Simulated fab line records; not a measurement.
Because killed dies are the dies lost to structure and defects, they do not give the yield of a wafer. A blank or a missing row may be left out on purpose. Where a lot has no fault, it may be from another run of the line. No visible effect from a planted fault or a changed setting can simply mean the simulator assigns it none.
Chamber matching | flow n5-finfet | 4 sister chambers for N5_BEOL_M4_ETCH_77 on rie-diel-02
The step etches underlayer in N2/H2, target depth 6.5 nm, time 5.2 s. 8 wafers are shown with their chamber, then 10 later ones without.

== EACH WAFER AND ITS CHAMBER ==
wafer  | chamber | showerhead-plenum-p-Torr (Torr) | throttle-valve-pct (%)
L079.1 | 3       | 2.49                            | 18.29
L082.2 | 3       | 2.49                            | 18.28
L082.3 | 0       | 2.41                            | 17.66
L085.1 | 1       | 2.56                            | 17.70
L085.3 | 2       | 2.48                            | 17.32
L085.5 | 0       | 2.40                            | 17.66
L086.1 | 1       | 2.56                            | 17.73
L086.3 | 2       | 2.48                            | 17.32

== WAFERS MISSING THEIR CHAMBER ==
wafer  | showerhead-plenum-p-Torr (Torr) | throttle-valve-pct (%)
L086.6 | 2.48                            | 17.32
L087.1 | 2.56                            | 17.74
L087.3 | 2.48                            | 17.31
L087.4 | 2.48                            | 17.31
L090.3 | 2.48                            | 17.79
L090.4 | 2.47                            | 17.35
L090.6 | 2.40                            | 17.70
L092.1 | 2.47                            | 17.36
L092.2 | 2.48                            | 17.76
L092.5 | 2.56                            | 17.77

== EACH ONE'S CHAMBER ==
wafer  | from the rows above     | in truth
L086.6 | 2                       | 2
L087.1 | 1                       | 1
L087.3 | 2                       | 2
L087.4 | 2                       | 2
L090.3 | can't be placed: 1 or 0 | 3
L090.4 | 2                       | 2
L090.6 | 0                       | 0
L092.1 | 2                       | 2
L092.2 | can't be placed: 1 or 0 | 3
L092.5 | 1                       | 1
Placed correctly: 8 of 10. Cannot be placed on the basis of these rows: 2; the candidates contain the true chamber in 0. Placed wrongly: 0.
How it was worked out, from the rows above alone: a wafer's distance from a chamber is the root of the sum, over the readings, of the square of ((its reading less the chamber's mean) divided by the reading's scatter). If the next closest chamber is less than 2 further off than the closest, the wafer can't be placed; otherwise it belongs to the closest. A chamber's mean is the mean of its shown wafers. The scatter: the root of (the sum of the squares of (reading less its chamber's mean) over the shown wafers, divided by (wafers less chambers)).
